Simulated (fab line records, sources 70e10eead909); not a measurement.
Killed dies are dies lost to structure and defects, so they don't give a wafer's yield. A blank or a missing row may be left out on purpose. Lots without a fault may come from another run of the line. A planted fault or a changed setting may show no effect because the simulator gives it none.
Chamber matching | flow nand_harc | NHARC_A_BONDPAD_DEP_00 on pecvd-01: 3 sister chambers
The step deposits SiCN, target thk 250 nm. 6 wafers are shown with their chamber, then 12 later ones without.

WAFERS WITH THEIR CHAMBER
wafer  | chamber | heater_power_w (W) | chamber_pressure_Torr (Torr)
L083.1 | 0       | 693                | 3.006
L090.4 | 1       | 530                | 3.007
L090.5 | 2       | 615                | 3.017
L091.1 | 0       | 661                | 3.007
L091.2 | 1       | 604                | 2.996
L091.3 | 2       | 515                | 3.002

WAFERS WITHOUT THEIR CHAMBER
wafer  | heater_power_w (W) | chamber_pressure_Torr (Torr)
L093.1 | 550                | 2.999
L093.2 | 590                | 2.996
L093.4 | 590                | 2.997
L094.1 | 556                | 3.006
L094.2 | 649                | 3.008
L094.5 | 564                | 2.996
L097.2 | 539                | 3.010
L097.5 | 683                | 2.987
L097.6 | 549                | 3.010
L096.1 | 561                | 2.994
L096.2 | 734                | 3.000
L096.6 | 579                | 2.997

WHICH CHAMBER EACH WENT THROUGH
wafer  | from the rows above          | in truth
L093.1 | can't be placed: 1 or 2      | 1
L093.2 | can't be placed: 1 or 2 or 0 | 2
L093.4 | can't be placed: 1 or 2 or 0 | 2
L094.1 | can't be placed: 2 or 1 or 0 | 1
L094.2 | can't be placed: 0 or 2 or 1 | 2
L094.5 | can't be placed: 1 or 2 or 0 | 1
L097.2 | can't be placed: 2 or 1      | 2
L097.5 | can't be placed: 0 or 1 or 2 | 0
L097.6 | can't be placed: 2 or 1      | 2
L096.1 | can't be placed: 1 or 2 or 0 | 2
L096.2 | can't be placed: 0 or 1      | 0
L096.6 | can't be placed: 1 or 2 or 0 | 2
Placed correctly: 0 of 12. Can't be placed from these rows: 12 (the true chamber is among the candidates in 12). Placed wrongly: 0.
How it was worked out, from the rows above alone: a wafer's distance from a chamber is the root of the sum, over the readings, of the square of ((its reading less the chamber's mean) divided by the reading's scatter). The wafer belongs to the nearest chamber; if the next one is less than 2 further off, it can't be placed. A chamber's mean is the mean of its shown wafers. The scatter: the root of (the sum of the squares of (reading less its chamber's mean) over the shown wafers, divided by (wafers less chambers)).
